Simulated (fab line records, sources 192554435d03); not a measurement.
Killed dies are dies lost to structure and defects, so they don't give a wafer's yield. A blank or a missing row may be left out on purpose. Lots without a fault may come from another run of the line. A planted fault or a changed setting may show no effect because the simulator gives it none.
Chamber matching | flow n5_finfet | N5_BEOL_M5_DEP_56 on pecvd-04: 3 sister chambers
The step deposits SiCN from 3MS/NH3, target thk 8 nm, time 14 s. 6 wafers are shown with their chamber, then 11 later ones without.

WAFERS WITH THEIR CHAMBER
wafer  | chamber | showerhead_plenum_p_Torr (Torr) | throttle_valve_pct (%)
L081.4 | 0       | 3.643                           | 8.8
L083.2 | 1       | 3.681                           | 8.7
L083.5 | 0       | 3.654                           | 8.6
L091.4 | 1       | 3.677                           | 8.7
L091.6 | 2       | 3.672                           | 8.4
L090.1 | 2       | 3.670                           | 8.5

WAFERS WITHOUT THEIR CHAMBER
wafer  | showerhead_plenum_p_Torr (Torr) | throttle_valve_pct (%)
L090.2 | 3.686                           | 8.6
L090.3 | 3.646                           | 8.8
L090.4 | 3.681                           | 8.2
L090.5 | 3.648                           | 8.6
L090.6 | 3.677                           | 8.5
L093.3 | 3.668                           | 8.6
L093.4 | 3.670                           | 8.7
L093.5 | 3.684                           | 8.6
L096.1 | 3.657                           | 8.7
L096.2 | 3.645                           | 8.6
L096.3 | 3.678                           | 8.4

WHICH CHAMBER EACH WENT THROUGH
wafer  | from the rows above     | in truth
L090.2 | can't be placed: 1 or 2 | 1
L090.3 | 0                       | 0
L090.4 | 2                       | 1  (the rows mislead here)
L090.5 | 0                       | 0
L090.6 | can't be placed: 2 or 1 | 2
L093.3 | can't be placed: 2 or 1 | 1
L093.4 | can't be placed: 1 or 2 | 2
L093.5 | can't be placed: 1 or 2 | 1
L096.1 | 0                       | 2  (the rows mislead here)
L096.2 | 0                       | 0
L096.3 | can't be placed: 2 or 1 | 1
Placed correctly: 3 of 11. Can't be placed from these rows: 6 (the true chamber is among the candidates in 6). Placed wrongly: 2.
How it was worked out, from the rows above alone: a wafer's distance from a chamber is the root of the sum, over the readings, of the square of ((its reading less the chamber's mean) divided by the reading's scatter). The wafer belongs to the nearest chamber; if the next one is less than 2 further off, it can't be placed. A chamber's mean is the mean of its shown wafers. The scatter: the root of (the sum of the squares of (reading less its chamber's mean) over the shown wafers, divided by (wafers less chambers)).
